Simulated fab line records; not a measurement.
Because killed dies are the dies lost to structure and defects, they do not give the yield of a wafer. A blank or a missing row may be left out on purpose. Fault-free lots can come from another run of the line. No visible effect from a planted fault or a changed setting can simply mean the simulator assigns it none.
Which tool was responsible? ; flow nand-harc ; 72 wafers from 24 lots sampled at 6 of the route's 1302 steps

WHAT THE GAUGES READ, wafer by wafer
The record holds no reading of a measuring or inspecting step that can be judged against a usual standard deviation.

WHICH TOOL RAN EACH LOT (tool, then ch and the chambers of the sampled wafers, then the start)
lot;NHARC_A_STAIRCASE_DEP_151;NHARC_A_SGD_CUT_ETCH_59;NHARC_A_SGD_CUT_CMP_21;NHARC_A_SGD_CUT_STRIP_28;NHARC_A_SLIT_DEP_00;NHARC_A_WL_FILL_CVD_03
L074;pecvd-04 ch 0,1, day 18 02:02;rie-diel-10 ch 1,2, day 19 17:34 or earlier;cmp-02 ch 0,3, day 19 17:34;rie-diel-10 ch 1,2,3, day 19 19:19 or earlier;acl-dep-02 ch 0, day 19 19:19;cvd-w-02 ch 0,1, day 20 13:19
L075;pecvd-03 ch 0,1,2, day 18 02:03;rie-diel-03 ch 0,1,2, day 19 17:38 or earlier;cmp-03 ch 0,1,2, day 19 17:38;rie-diel-05 ch 0,2,3, day 19 20:43 or earlier;acl-dep-01 ch 0, day 19 20:43;cvd-w-01 ch 0,1, day 20 15:46
L078;pecvd-02 ch 0,2, day 18 21:56;rie-diel-10 ch 0,1,3, day 20 13:44 or earlier;cmp-03 ch 0,1,3, day 20 13:44;rie-diel-10 ch 1,2,3, day 20 16:29 or earlier;acl-dep-01 ch 0, day 20 16:29;cvd-w-01 ch 0,1, day 21 14:33
L077;pecvd-03 ch 1,2, day 18 22:07;rie-diel-10 ch 1,2, day 20 13:37 or earlier;cmp-03 ch 1,2,3, day 20 13:37;rie-diel-03 ch 1,3, day 20 16:58 or earlier;acl-dep-02 ch 0, day 20 16:58;cvd-w-02 ch 0,1, day 21 10:32
L076;pecvd-04 ch 0,2, day 18 22:07;rie-diel-05 ch 1,2, day 20 13:40 or earlier;cmp-04 ch 0,1,2, day 20 13:40;rie-diel-05 ch 0,1,3, day 20 16:41 or earlier;acl-dep-03 ch 0, day 20 16:41;cvd-w-01 ch 0,1, day 21 10:19
L079;pecvd-04 ch 0,2, day 19 07:38;rie-diel-05 ch 0,2, day 21 00:24 or earlier;cmp-04 ch 0,2,3, day 21 00:24;rie-diel-03 ch 0,1,3, day 21 05:13 or earlier;acl-dep-01 ch 0, day 21 05:13;cvd-w-02 ch 0,1, day 21 23:26
L080;pecvd-04 ch 0,1,2, day 20 09:15;rie-diel-10 ch 1,2, day 22 06:08 or earlier;cmp-03 ch 1,2,3, day 22 06:08;rie-diel-10 ch 0,3, day 22 11:19 or earlier;acl-dep-01 ch 0, day 22 11:19;cvd-w-02 ch 0,1, day 23 13:54
L081;pecvd-02 ch 0,1,2, day 20 12:59;rie-diel-05 ch 1,3, day 22 06:05 or earlier;cmp-04 ch 0,1,2, day 22 06:05;rie-diel-05 ch 2,3, day 22 10:20 or earlier;acl-dep-03 ch 0, day 22 10:20;cvd-w-02 ch 0,1, day 23 05:05
L083;pecvd-03 ch 0,2, day 21 18:02;rie-diel-03 ch 0,2,3, day 23 11:11 or earlier;cmp-02 ch 0,1, day 23 11:11;rie-diel-05 ch 0,1,3, day 23 12:55 or earlier;acl-dep-02 ch 0, day 23 12:55;cvd-w-02 ch 0,1, day 24 06:50
L082;pecvd-03 ch 0,1,2, day 21 21:56;rie-diel-05 ch 0,2,3, day 23 11:14 or earlier;cmp-04 ch 0,1,3, day 23 11:14;rie-diel-03 ch 2,3, day 23 14:12 or earlier;acl-dep-01 ch 0, day 23 14:12;cvd-w-01 ch 0,1, day 24 11:41
L085;pecvd-04 ch 0,1, day 22 13:30;rie-diel-05 ch 1,3, day 24 07:02 or earlier;cmp-04 ch 0,2,3, day 24 07:02;rie-diel-10 ch 0,3, day 24 09:55 or earlier;acl-dep-02 ch 0, day 24 09:55;cvd-w-01 ch 0,1, day 25 03:18
L084;pecvd-02 ch 0,1,2, day 22 13:41;rie-diel-05 ch 0,1,3, day 24 07:02 or earlier;cmp-03 ch 0,2,3, day 24 07:02;rie-diel-05 ch 0,1,3, day 24 07:39;acl-dep-01 ch 0, day 24 11:58;cvd-w-02 ch 0,1, day 25 07:07
L087;pecvd-03 ch 0,1,2, day 22 19:58;rie-diel-05 ch 0,3, day 24 12:06 or earlier;cmp-04 ch 1,2,3, day 24 12:06;rie-diel-05 ch 1,2,3, day 24 14:53 or earlier;acl-dep-02 ch 0, day 24 14:53;cvd-w-02 ch 0,1, day 25 10:51
L086;pecvd-04 ch 0,1, day 22 19:59;rie-diel-10 ch 1,2, day 24 12:07 or earlier;cmp-02 ch 0,2,3, day 24 12:07;rie-diel-03 ch 1,2,3, day 24 14:29 or earlier;acl-dep-01 ch 0, day 24 14:29;cvd-w-01 ch 0,1, day 25 07:11
L088;pecvd-02 ch 1,2, day 23 23:41;rie-diel-10 ch 0,3, day 25 15:33 or earlier;cmp-03 ch 0,1,2, day 25 15:33;rie-diel-03 ch 0,2, day 25 17:29 or earlier;acl-dep-02 ch 0, day 25 17:29;cvd-w-01 ch 1, day 26 12:13
L089;pecvd-04 ch 0,1, day 23 23:43;rie-diel-03 ch 0,2, day 25 15:33 or earlier;cmp-04 ch 2,3, day 25 15:33;rie-diel-10 ch 0,1,3, day 25 18:26 or earlier;acl-dep-01 ch 0, day 25 18:26;cvd-w-02 ch 0, day 26 12:33
L092;pecvd-03 ch 0,1,2, day 24 19:11;rie-diel-05 ch 1,2,3, day 26 16:57 or earlier;cmp-03 ch 0,2,3, day 26 16:57;rie-diel-05 ch 0,1,3, day 26 22:04 or earlier;acl-dep-01 ch 0, day 26 22:04;cvd-w-01 ch 0,1, day 27 17:11
L090;pecvd-04 ch 0,1,2, day 24 19:11;rie-diel-10 ch 0,1,3, day 26 16:56 or earlier;cmp-02 ch 1,2,3, day 26 16:56;rie-diel-05 ch 0,1,3, day 26 23:23 or earlier;acl-dep-03 ch 0, day 26 23:23;cvd-w-01 ch 0,1, day 27 20:29
L091;pecvd-02 ch 1,2, day 24 19:17;rie-diel-03 ch 0,1,3, day 26 16:54 or earlier;cmp-04 ch 0,1,3, day 26 16:54;rie-diel-10 ch 0,1,3, day 26 17:33;acl-dep-02 ch 0, day 26 23:29;cvd-w-01 ch 0,1, day 27 16:55
L093;pecvd-04 ch 0,1,2, day 25 11:38;rie-diel-05 ch 0,1,2, day 27 06:12 or earlier;cmp-02 ch 0,2,3, day 27 06:12;rie-diel-10 ch 0,1,3, day 27 10:27 or earlier;acl-dep-02 ch 0, day 27 10:27;cvd-w-01 ch 0,1, day 28 04:36
L095;pecvd-02 ch 1,2, day 26 08:50;rie-diel-10 ch 0,1,2, day 28 01:23 or earlier;cmp-04 ch 0,1,2, day 28 01:23;rie-diel-05 ch 1,2,3, day 28 02:31 or earlier;acl-dep-03 ch 0, day 28 02:31;cvd-w-02 ch 0,1, day 28 21:40
L094;pecvd-04 ch 0,1,2, day 26 11:55;rie-diel-05 ch 1,2, day 28 01:23 or earlier;cmp-02 ch 1,3, day 28 01:23;rie-diel-10 ch 1,2,3, day 28 03:10 or earlier;acl-dep-01 ch 0, day 28 03:10;cvd-w-02 ch 0,1, day 28 21:17
L096;pecvd-04 ch 0,1,2, day 26 19:47;rie-diel-05 ch 0,1,3, day 28 17:24 or earlier;cmp-03 ch 1,2,3, day 28 17:24;rie-diel-10 ch 0,2, day 28 19:41 or earlier;acl-dep-01 ch 0, day 28 19:41;cvd-w-02 ch 0,1, day 29 14:20
L097;pecvd-02 ch 0,1,2, day 27 13:52;rie-diel-03 ch 0,1,3, day 29 08:52 or earlier;cmp-04 ch 0,1,3, day 29 08:52;rie-diel-05 ch 0,3, day 29 10:08 or earlier;acl-dep-03 ch 0, day 29 10:08;cvd-w-02 ch 0,1, day 30 04:31
- NHARC_A_STAIRCASE_DEP_151: deposits SiO2, target thk 7200 nm.
- NHARC_A_SGD_CUT_ETCH_59: etches the open film in N2/H2, target depth 260 nm, time 406.25 s.
- NHARC_A_SGD_CUT_CMP_21: polishes, target thk 148.19 nm.
- NHARC_A_SGD_CUT_STRIP_28: strips in O2, time 20 s.
- NHARC_A_SLIT_DEP_00: deposits aC, target thk 6200 nm.
- NHARC_A_WL_FILL_CVD_03: deposits W, target thk 40 nm, time 279 s.

AS READ BY THE TOOLS THEMSELVES (means over the sampled wafers that have a number; for cases with no such wafer, the mark the record gives instead)
NHARC_A_STAIRCASE_DEP_151. Usual: heater-power-w reads 643 W (standard deviation 98).
lot;tool;heater-power-w (W);flag
L074;pecvd-04;605;
L075;pecvd-03;760;
L078;pecvd-02;704;
L077;pecvd-03;703;
L076;pecvd-04;591;
L079;pecvd-04;586;
L080;pecvd-04;579;
L081;pecvd-02;672;
L083;pecvd-03;704;
L082;pecvd-03;697;
L085;pecvd-04;544;
L084;pecvd-02;608;
L087;pecvd-03;802;
L086;pecvd-04;548;
L088;pecvd-02;643;
L089;pecvd-04;544;
L092;pecvd-03;772;
L090;pecvd-04;624;
L091;pecvd-02;611;
L093;pecvd-04;607;
L095;pecvd-02;614;
L094;pecvd-04;579;
L096;pecvd-04;603;
L097;pecvd-02;657;

NHARC_A_SGD_CUT_ETCH_59. Usual: bias-w is 150.0 W with standard deviation 0.45, drypump-motor-current-A is 5.66 A with standard deviation 0.26, n2-flow-sccm is 150.0 sccm with standard deviation 0.48, oes-product-au is 0.998 a.u. with standard deviation 0.0067, rf-vpp-V is 430.8 V with standard deviation 2.2, showerhead-plenum-p-Torr is 2.05 Torr with standard deviation 0.075, and throttle-valve-pct is 14.173 % with standard deviation 0.0092.
lot;tool;bias-w (W);drypump-motor-current-A (A);n2-flow-sccm (sccm);oes-product-au (a.u.);rf-vpp-V (V);showerhead-plenum-p-Torr (Torr);throttle-valve-pct (%);flag
L074;rie-diel-10;149.7;6.00;149.8;0.998;429.3;1.96;14.170;
L075;rie-diel-03;149.5;5.72;149.8;1.002;431.8;2.08;14.165;
L078;rie-diel-10;149.9;5.67;150.0;0.997;430.0;2.02;14.167;
L077;rie-diel-10;150.0;6.01;150.2;1.000;428.9;1.96;14.168;
L076;rie-diel-05;150.2;5.56;149.5;1.000;432.4;2.10;14.175;
L079;rie-diel-05;150.0;5.62;149.9;0.992;433.1;2.12;14.171;
L080;rie-diel-10;149.7;6.14;150.5;0.996;427.7;1.93;14.170;
L081;rie-diel-05;150.6;5.43;149.8;1.002;431.2;2.05;14.168;
L083;rie-diel-03;149.8;5.76;149.8;0.997;432.5;2.10;14.181;
L082;rie-diel-05;149.9;5.54;150.3;0.993;432.5;2.10;14.171;
L085;rie-diel-05;150.1;5.44;149.7;0.998;430.6;2.05;14.173;
L084;rie-diel-05;149.8;5.48;150.2;1.002;431.2;2.07;14.173;
L087;rie-diel-05;150.0;5.56;149.4;0.997;431.5;2.10;14.175;
L086;rie-diel-10;150.3;6.14;150.1;0.989;427.8;1.93;14.174;
L088;rie-diel-10;150.1;5.57;150.5;0.997;430.4;2.06;14.179;
L089;rie-diel-03;149.9;5.89;150.5;1.000;433.3;2.13;14.181;
L092;rie-diel-05;149.9;5.46;150.2;0.999;431.9;2.08;14.180;
L090;rie-diel-10;149.8;5.66;150.2;0.997;430.0;2.02;14.180;
L091;rie-diel-03;150.1;5.56;150.2;0.999;430.7;2.04;14.166;
L093;rie-diel-05;149.8;5.53;150.1;0.991;432.7;2.10;14.171;
L095;rie-diel-10;150.4;5.91;150.0;1.003;427.5;1.96;14.174;
L094;rie-diel-05;149.9;5.46;150.0;0.994;431.3;2.07;14.160;
L096;rie-diel-05;149.9;5.51;149.8;0.996;431.0;2.07;14.174;
L097;rie-diel-03;149.9;5.59;150.3;0.995;430.5;2.03;14.171;

NHARC_A_SGD_CUT_CMP_21. Usual: motor-current-A 12.4 A, standard deviation 1.2; slurry-flow-ml-min 150.0, standard deviation 0.43; time-to-endpoint-s 49.3 s, standard deviation 2.7.
lot;tool;motor-current-A (A);slurry-flow-ml-min;time-to-endpoint-s (s);flag
L074;cmp-02;13.1;150.2;51.1;
L075;cmp-03;11.8;150.0;51.7;
L078;cmp-03;11.7;150.2;50.9;
L077;cmp-03;11.3;150.0;50.7;
L076;cmp-04;13.8;149.9;49.1;
L079;cmp-04;13.3;150.0;51.2;
L080;cmp-03;11.4;149.8;47.4;
L081;cmp-04;13.6;150.1;44.0;
L083;cmp-02;12.2;150.2;46.3;
L082;cmp-04;12.6;149.9;49.4;
L085;cmp-04;13.3;150.1;52.9;
L084;cmp-03;11.8;150.0;50.1;
L087;cmp-04;13.6;150.0;51.5;
L086;cmp-02;11.9;150.4;48.4;
L088;cmp-03;11.6;149.9;46.3;
L089;cmp-04;12.5;150.0;50.7;
L092;cmp-03;11.7;150.5;48.0;
L090;cmp-02;12.2;149.9;48.9;
L091;cmp-04;12.6;150.4;52.5;
L093;cmp-02;12.1;150.2;47.2;
L095;cmp-04;13.8;150.2;48.4;
L094;cmp-02;12.7;149.4;47.9;
L096;cmp-03;11.4;150.2;50.3;
L097;cmp-04;12.7;150.3;50.5;

NHARC_A_SGD_CUT_STRIP_28. Usual: drypump-motor-current-A 5.66 A, standard deviation 0.25; oes-product-au 0.999 a.u., standard deviation 0.0076; rf-vpp-V 57.8 V, standard deviation 0.89; showerhead-plenum-p-Torr 3.54 Torr, standard deviation 0.12; throttle-valve-pct 17.036 %, standard deviation 0.0089.
lot;tool;drypump-motor-current-A (A);oes-product-au (a.u.);rf-vpp-V (V);showerhead-plenum-p-Torr (Torr);throttle-valve-pct (%);flag
L074;rie-diel-10;5.93;1.003;57.8;3.45;17.031;
L075;rie-diel-05;5.56;1.004;57.7;3.64;17.039;
L078;rie-diel-10;5.91;1.006;58.0;3.45;17.030;
L077;rie-diel-03;5.54;1.016;57.7;3.42;17.043;
L076;rie-diel-05;5.52;0.997;58.4;3.59;17.039;
L079;rie-diel-03;5.58;1.007;57.9;3.53;17.040;
L080;rie-diel-10;5.57;0.995;57.9;3.50;17.043;
L081;rie-diel-05;5.48;0.990;57.8;3.61;17.029;
L083;rie-diel-05;5.51;0.995;57.5;3.59;17.033;
L082;rie-diel-03;5.89;0.996;57.4;3.59;17.032;
L085;rie-diel-10;5.57;0.995;57.8;3.50;17.044;
L084;rie-diel-05;5.50;0.993;58.0;3.58;17.029;
L087;rie-diel-05;5.46;0.994;57.8;3.58;17.039;
L086;rie-diel-03;5.70;1.003;57.9;3.50;17.034;
L088;rie-diel-03;5.77;1.003;58.8;3.70;17.035;
L089;rie-diel-10;5.69;1.002;57.5;3.49;17.035;
L092;rie-diel-05;5.51;0.999;58.1;3.58;17.036;
L090;rie-diel-05;5.50;0.996;58.1;3.58;17.031;
L091;rie-diel-10;5.68;0.997;57.3;3.49;17.039;
L093;rie-diel-10;5.67;1.002;58.7;3.49;17.035;
L095;rie-diel-05;5.48;0.997;58.1;3.58;17.031;
L094;rie-diel-10;5.90;0.997;57.1;3.45;17.042;
L096;rie-diel-10;6.05;0.999;57.6;3.36;17.039;
L097;rie-diel-05;5.50;0.997;58.6;3.59;17.041;

NHARC_A_SLIT_DEP_00. Usual: throttle-valve-pct reads 35.002 % (standard deviation 0.0091).
lot;tool;throttle-valve-pct (%);flag
L074;acl-dep-02;35.005;
L075;acl-dep-01;35.005;
L078;acl-dep-01;34.994;
L077;acl-dep-02;35.004;
L076;acl-dep-03;34.997;
L079;acl-dep-01;35.007;
L080;acl-dep-01;34.995;
L081;acl-dep-03;34.998;
L083;acl-dep-02;35.002;
L082;acl-dep-01;35.001;
L085;acl-dep-02;34.998;
L084;acl-dep-01;35.003;
L087;acl-dep-02;35.004;
L086;acl-dep-01;35.004;
L088;acl-dep-02;35.006;
L089;acl-dep-01;35.002;
L092;acl-dep-01;35.005;
L090;acl-dep-03;34.997;
L091;acl-dep-02;35.004;
L093;acl-dep-02;34.995;
L095;acl-dep-03;35.004;
L094;acl-dep-01;35.017;
L096;acl-dep-01;35.004;
L097;acl-dep-03;35.009;

NHARC_A_WL_FILL_CVD_03. Usual: chamber-pressure-Torr 39.99 Torr, standard deviation 0.089; heater-power-w 472 W, standard deviation 23; throttle-valve-pct 7.9 %, standard deviation 0.34.
lot;tool;chamber-pressure-Torr (Torr);heater-power-w (W);throttle-valve-pct (%);flag
L074;cvd-w-02;40.00;452;7.7;
L075;cvd-w-01;39.99;484;8.2;
L078;cvd-w-01;40.01;493;7.9;
L077;cvd-w-02;40.02;448;7.7;
L076;cvd-w-01;40.10;499;8.1;
L079;cvd-w-02;40.01;452;7.6;
L080;cvd-w-02;40.09;454;7.9;
L081;cvd-w-02;39.93;452;7.8;
L083;cvd-w-02;39.93;451;7.8;
L082;cvd-w-01;39.91;487;7.9;
L085;cvd-w-01;40.00;485;8.2;
L084;cvd-w-02;39.94;452;7.8;
L087;cvd-w-02;40.10;448;7.8;
L086;cvd-w-01;40.01;486;8.2;
L088;cvd-w-01;39.97;485;7.7;
L089;cvd-w-02;39.98;469;8.0;
L092;cvd-w-01;40.01;492;8.0;
L090;cvd-w-01;39.93;489;8.2;
L091;cvd-w-01;40.09;493;8.3;
L093;cvd-w-01;39.89;496;8.3;
L095;cvd-w-02;40.00;440;7.7;
L094;cvd-w-02;39.92;444;7.7;
L096;cvd-w-02;40.00;443;7.9;
L097;cvd-w-02;39.95;457;7.9;

THE ANSWER, worked out from the rows above alone
Rule: take the mean of a lot's wafers that have a number; if it is more than 3 standard deviations from the usual mean, the lot is off. Also off: a lot with no number at a reading for which 4 or more lots have one. Any other lot the step has rows for is counted as sound. First the gauges in route order, then the tools' own readings, where a lot's mean is used as printed above. At the first step where some lot is off, the reading lying furthest off is the one used; lots without a number count as furthest.
No lot is off at any reading shown: from this, nothing can be told.

WHAT THE SIMULATOR HAD INSERTED
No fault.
